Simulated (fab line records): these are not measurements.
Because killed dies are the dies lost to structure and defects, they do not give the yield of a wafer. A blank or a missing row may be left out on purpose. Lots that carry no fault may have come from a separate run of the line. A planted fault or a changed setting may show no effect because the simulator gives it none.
Chamber matching / flow n5-finfet / 3 sister chambers for N5_BEOL_M7_CVD_78 on cvd-co-02
The step deposits Co from CCTBA/H2, target thk 2 nm, time 142.3 s. 6 wafers are shown with their chamber, then 6 later ones without.

## EACH WAFER AND ITS CHAMBER
wafer=L210.2; chamber=1; run-length-s (s)=164.5
wafer=L211.6; chamber=1; run-length-s (s)=164.5
wafer=L215.3; chamber=0; run-length-s (s)=165.1
wafer=L215.6; chamber=2; run-length-s (s)=165.3
wafer=L217.2; chamber=0; run-length-s (s)=164.9
wafer=L217.5; chamber=2; run-length-s (s)=165.2

## WAFERS WHOSE CHAMBER IS MISSING
wafer=L217.6; run-length-s (s)=165.2
wafer=L216.3; run-length-s (s)=166.0
wafer=L216.4; run-length-s (s)=164.6
wafer=L216.5; run-length-s (s)=165.1
wafer=L221.1; run-length-s (s)=165.7
wafer=L221.3; run-length-s (s)=164.6

## CHAMBER TAKEN BY EACH
wafer=L217.6; from the rows above=can't be placed: 2 or 0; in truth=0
wafer=L216.3; from the rows above=2; in truth=2
wafer=L216.4; from the rows above=1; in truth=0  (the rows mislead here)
wafer=L216.5; from the rows above=can't be placed: 0 or 2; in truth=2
wafer=L221.1; from the rows above=2; in truth=2
wafer=L221.3; from the rows above=1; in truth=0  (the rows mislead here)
2 of 6 placed correctly. Not placeable from these rows: 2 (in 2, the candidates include the true chamber). 2 placed wrongly.
How it was worked out, from the rows above alone: a wafer's distance from a chamber is the root of the sum, over the readings, of the square of ((its reading less the chamber's mean) divided by the reading's scatter). The wafer belongs to the nearest chamber; if the next one is less than 2 further off, it can't be placed. The mean given for a chamber averages the wafers shown for that chamber. The scatter is the square root of a quotient: the sum, over the shown wafers, of each reading's squared deviation from its chamber's mean, divided by wafers minus chambers.
